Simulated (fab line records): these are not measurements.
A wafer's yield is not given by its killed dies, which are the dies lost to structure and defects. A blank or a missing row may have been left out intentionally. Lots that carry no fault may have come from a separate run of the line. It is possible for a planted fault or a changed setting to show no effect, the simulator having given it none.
The tool behind it: which one? || flow nand-harc || 11 lots with 33 wafers sampled at 4 steps, on a route of 1302 steps

## WHAT EACH GAUGE READ, for each wafer
NHARC_P_GATE_INSPECT_68. Usual: 200 for raw-defect-count, sd 74.
{"lot": "L376", "measured": "day 6 12:56", "on": "defect-inspect-02", "raw-defect-count": "241 312 134", "flag": ""}
{"lot": "L377", "measured": "day 7 00:25", "on": "defect-inspect-01", "raw-defect-count": "159 164 168", "flag": ""}
{"lot": "L378", "measured": "day 7 11:52", "on": "defect-inspect-02", "raw-defect-count": "136 78 203", "flag": ""}
{"lot": "L380", "measured": "day 8 08:55", "on": "defect-inspect-01", "raw-defect-count": "123 135 112", "flag": ""}
{"lot": "L381", "measured": "day 8 22:58", "on": "defect-inspect-02", "raw-defect-count": "198 241 189", "flag": ""}
{"lot": "L385", "measured": "day 10 21:41", "on": "defect-inspect-01", "raw-defect-count": "253 216 125", "flag": ""}
{"lot": "L393", "measured": "day 13 20:18", "on": "defect-inspect-02", "raw-defect-count": "330 293 204", "flag": ""}
{"lot": "L394", "measured": "day 14 06:54", "on": "defect-inspect-01", "raw-defect-count": "160 158 335", "flag": ""}
{"lot": "L395", "measured": "day 14 20:43", "on": "defect-inspect-02", "raw-defect-count": "287 369 146", "flag": ""}
{"lot": "L396", "measured": "day 15 05:16", "on": "defect-inspect-01", "raw-defect-count": "99 144 211", "flag": ""}
{"lot": "L397", "measured": "day 15 08:34", "on": "defect-inspect-02", "raw-defect-count": "142 116 113", "flag": ""}

NHARC_P_CONTACT_CD_MEAS_12: target cd 90 nm. Usual: 89.7 nm for cd-nm, sd 0.81.
{"lot": "L376", "measured": "day 6 14:43", "on": "cd-sem-01", "cd-nm (nm)": "90.3 90.8 90.8", "flag": ""}
{"lot": "L377", "measured": "day 7 02:01", "on": "cd-sem-01", "cd-nm (nm)": "89.9 90.0 89.7", "flag": ""}
{"lot": "L378", "measured": "day 7 13:30", "on": "cd-sem-03", "cd-nm (nm)": "88.6 88.5 88.7", "flag": ""}
{"lot": "L380", "measured": "day 8 10:23", "on": "cd-sem-03", "cd-nm (nm)": "89.9 90.6 89.7", "flag": ""}
{"lot": "L381", "measured": "day 9 00:37", "on": "cd-sem-02", "cd-nm (nm)": "89.4 89.4 89.1", "flag": ""}
{"lot": "L385", "measured": "day 10 23:17", "on": "cd-sem-01", "cd-nm (nm)": "93.3 93.7 93.3 93.6 93.3 93.4", "flag": "OFF"}
{"lot": "L393", "measured": "day 13 21:55", "on": "cd-sem-03", "cd-nm (nm)": "90.0 89.6 90.3", "flag": ""}
{"lot": "L394", "measured": "day 14 08:31", "on": "cd-sem-03", "cd-nm (nm)": "88.4 89.2 87.8", "flag": ""}
{"lot": "L395", "measured": "day 14 22:19", "on": "cd-sem-02", "cd-nm (nm)": "88.6 89.1 88.9", "flag": ""}
{"lot": "L396", "measured": "day 15 07:00", "on": "cd-sem-01", "cd-nm (nm)": "90.0 89.3 89.6", "flag": ""}
{"lot": "L397", "measured": "day 15 10:11", "on": "cd-sem-03", "cd-nm (nm)": "88.4 88.8 88.9", "flag": ""}

## WHAT TOOL EACH LOT RAN ON (gives the tool, then ch and the chambers of the sampled wafers, and finally the start)
{"lot": "L376", "NHARC_P_GATE_RTA_64": "rtp-anneal-01 ch 0, day 6 11:35", "NHARC_P_CONTACT_EXPOSE_09": "arfi-scanner-03 ch 0, day 6 14:34"}
{"lot": "L377", "NHARC_P_GATE_RTA_64": "rtp-anneal-02 ch 0, day 6 23:05", "NHARC_P_CONTACT_EXPOSE_09": "arfi-scanner-01 ch 0, day 7 01:52"}
{"lot": "L378", "NHARC_P_GATE_RTA_64": "rtp-anneal-02 ch 0, day 7 10:41", "NHARC_P_CONTACT_EXPOSE_09": "arfi-scanner-02 ch 0, day 7 13:22"}
{"lot": "L380", "NHARC_P_GATE_RTA_64": "rtp-anneal-02 ch 0, day 8 07:42", "NHARC_P_CONTACT_EXPOSE_09": "arfi-scanner-02 ch 0, day 8 10:16"}
{"lot": "L381", "NHARC_P_GATE_RTA_64": "rtp-anneal-02 ch 0, day 8 21:36", "NHARC_P_CONTACT_EXPOSE_09": "arfi-scanner-03 ch 0, day 9 00:29"}
{"lot": "L385", "NHARC_P_GATE_RTA_64": "rtp-anneal-01 ch 0, day 10 20:23", "NHARC_P_CONTACT_EXPOSE_09": "arfi-scanner-03 ch 0, day 10 23:09"}
{"lot": "L393", "NHARC_P_GATE_RTA_64": "rtp-anneal-01 ch 0, day 13 18:39", "NHARC_P_CONTACT_EXPOSE_09": "arfi-scanner-03 ch 0, day 13 21:46"}
{"lot": "L394", "NHARC_P_GATE_RTA_64": "rtp-anneal-02 ch 0, day 14 05:40", "NHARC_P_CONTACT_EXPOSE_09": "arfi-scanner-02 ch 0, day 14 08:23"}
{"lot": "L395", "NHARC_P_GATE_RTA_64": "rtp-anneal-02 ch 0, day 14 19:28", "NHARC_P_CONTACT_EXPOSE_09": "arfi-scanner-01 ch 0, day 14 22:11"}
{"lot": "L396", "NHARC_P_GATE_RTA_64": "rtp-anneal-01 ch 0, day 15 03:59", "NHARC_P_CONTACT_EXPOSE_09": "arfi-scanner-01 ch 0, day 15 06:52"}
{"lot": "L397", "NHARC_P_GATE_RTA_64": "rtp-anneal-01 ch 0, day 15 07:23", "NHARC_P_CONTACT_EXPOSE_09": "arfi-scanner-03 ch 0, day 15 10:02"}
- NHARC_P_GATE_RTA_64: time 1 s.
- NHARC_P_CONTACT_EXPOSE_09: exposes mask P CA, target cd 90 nm.

## WHAT THE TOOLS THEMSELVES READ (means of the sampled wafers that have a number; where no wafer has one, the mark that the record gives instead)
NHARC_P_GATE_RTA_64. Usual: lamp-power-pct 32.2 %, standard deviation 1.7; lamp_zone_3_pct 32.2 %, standard deviation 1.7; lamp_zone_6_pct 32.2 %, standard deviation 1.7; lamp_zone_7_pct 32.6 %, standard deviation 1.7; wafer_temp_C_max 1056.3, standard deviation 1.9.
{"lot": "L376", "tool": "rtp-anneal-01", "lamp-power-pct (%)": 34.0, "lamp_zone_3_pct (%)": 34.1, "lamp_zone_6_pct (%)": 34.0, "lamp_zone_7_pct (%)": 34.5, "wafer_temp_C_max": 1058.0, "flag": ""}
{"lot": "L377", "tool": "rtp-anneal-02", "lamp-power-pct (%)": 30.7, "lamp_zone_3_pct (%)": 30.7, "lamp_zone_6_pct (%)": 30.6, "lamp_zone_7_pct (%)": 31.1, "wafer_temp_C_max": 1054.8, "flag": ""}
{"lot": "L378", "tool": "rtp-anneal-02", "lamp-power-pct (%)": 30.7, "lamp_zone_3_pct (%)": 30.7, "lamp_zone_6_pct (%)": 30.6, "lamp_zone_7_pct (%)": 31.1, "wafer_temp_C_max": 1055.5, "flag": ""}
{"lot": "L380", "tool": "rtp-anneal-02", "lamp-power-pct (%)": 30.7, "lamp_zone_3_pct (%)": 30.7, "lamp_zone_6_pct (%)": 30.7, "lamp_zone_7_pct (%)": 31.0, "wafer_temp_C_max": 1055.7, "flag": ""}
{"lot": "L381", "tool": "rtp-anneal-02", "lamp-power-pct (%)": 30.7, "lamp_zone_3_pct (%)": 30.7, "lamp_zone_6_pct (%)": 30.7, "lamp_zone_7_pct (%)": 31.1, "wafer_temp_C_max": 1054.9, "flag": ""}
{"lot": "L385", "tool": "rtp-anneal-01", "lamp-power-pct (%)": 34.1, "lamp_zone_3_pct (%)": 34.1, "lamp_zone_6_pct (%)": 34.0, "lamp_zone_7_pct (%)": 34.5, "wafer_temp_C_max": 1058.5, "flag": ""}
{"lot": "L393", "tool": "rtp-anneal-01", "lamp-power-pct (%)": 34.1, "lamp_zone_3_pct (%)": 34.1, "lamp_zone_6_pct (%)": 34.0, "lamp_zone_7_pct (%)": 34.5, "wafer_temp_C_max": 1056.2, "flag": ""}
{"lot": "L394", "tool": "rtp-anneal-02", "lamp-power-pct (%)": 30.7, "lamp_zone_3_pct (%)": 30.7, "lamp_zone_6_pct (%)": 30.6, "lamp_zone_7_pct (%)": 31.0, "wafer_temp_C_max": 1055.0, "flag": ""}
{"lot": "L395", "tool": "rtp-anneal-02", "lamp-power-pct (%)": 30.7, "lamp_zone_3_pct (%)": 30.7, "lamp_zone_6_pct (%)": 30.7, "lamp_zone_7_pct (%)": 31.1, "wafer_temp_C_max": 1054.5, "flag": ""}
{"lot": "L396", "tool": "rtp-anneal-01", "lamp-power-pct (%)": 34.1, "lamp_zone_3_pct (%)": 34.0, "lamp_zone_6_pct (%)": 34.0, "lamp_zone_7_pct (%)": 34.5, "wafer_temp_C_max": 1058.5, "flag": ""}
{"lot": "L397", "tool": "rtp-anneal-01", "lamp-power-pct (%)": 34.1, "lamp_zone_3_pct (%)": 34.1, "lamp_zone_6_pct (%)": 34.0, "lamp_zone_7_pct (%)": 34.5, "wafer_temp_C_max": 1057.3, "flag": ""}

NHARC_P_CONTACT_EXPOSE_09. Usual: stage-vel-mm-s 500.00 mm/s, standard deviation 0.27.
{"lot": "L376", "tool": "arfi-scanner-03", "stage-vel-mm-s (mm/s)": 499.89, "flag": ""}
{"lot": "L377", "tool": "arfi-scanner-01", "stage-vel-mm-s (mm/s)": 500.11, "flag": ""}
{"lot": "L378", "tool": "arfi-scanner-02", "stage-vel-mm-s (mm/s)": 499.83, "flag": ""}
{"lot": "L380", "tool": "arfi-scanner-02", "stage-vel-mm-s (mm/s)": 500.34, "flag": ""}
{"lot": "L381", "tool": "arfi-scanner-03", "stage-vel-mm-s (mm/s)": 500.34, "flag": ""}
{"lot": "L385", "tool": "arfi-scanner-03", "stage-vel-mm-s (mm/s)": 499.97, "flag": ""}
{"lot": "L393", "tool": "arfi-scanner-03", "stage-vel-mm-s (mm/s)": 500.13, "flag": ""}
{"lot": "L394", "tool": "arfi-scanner-02", "stage-vel-mm-s (mm/s)": 499.80, "flag": ""}
{"lot": "L395", "tool": "arfi-scanner-01", "stage-vel-mm-s (mm/s)": 499.81, "flag": ""}
{"lot": "L396", "tool": "arfi-scanner-01", "stage-vel-mm-s (mm/s)": 500.16, "flag": ""}
{"lot": "L397", "tool": "arfi-scanner-03", "stage-vel-mm-s (mm/s)": 500.28, "flag": ""}

## THE ANSWER, worked out from the rows above alone
Rule: lot off if the mean of its wafers having a number is beyond 3 standard deviations from the usual mean. A lot without any number at a reading at which 4 lots or more have one is off too. All remaining lots with rows at the step are treated as sound. First the gauges in route order, then the tools' own readings, where a lot's mean is used as printed above. At the first step where some lot is off, the reading lying furthest off is the one used; lots without a number count as furthest.
Off: L385 (NHARC_P_CONTACT_CD_MEAS_12, cd-nm).
A tool fits if, at a process step before that reading, it ran every lot that is off, and no sound lot after the first of them. The gauges at NHARC_P_CONTACT_CD_MEAS_12 are tried like those tools. Of those tried, none fits.

## WHAT THE SIMULATOR HAD PUT IN
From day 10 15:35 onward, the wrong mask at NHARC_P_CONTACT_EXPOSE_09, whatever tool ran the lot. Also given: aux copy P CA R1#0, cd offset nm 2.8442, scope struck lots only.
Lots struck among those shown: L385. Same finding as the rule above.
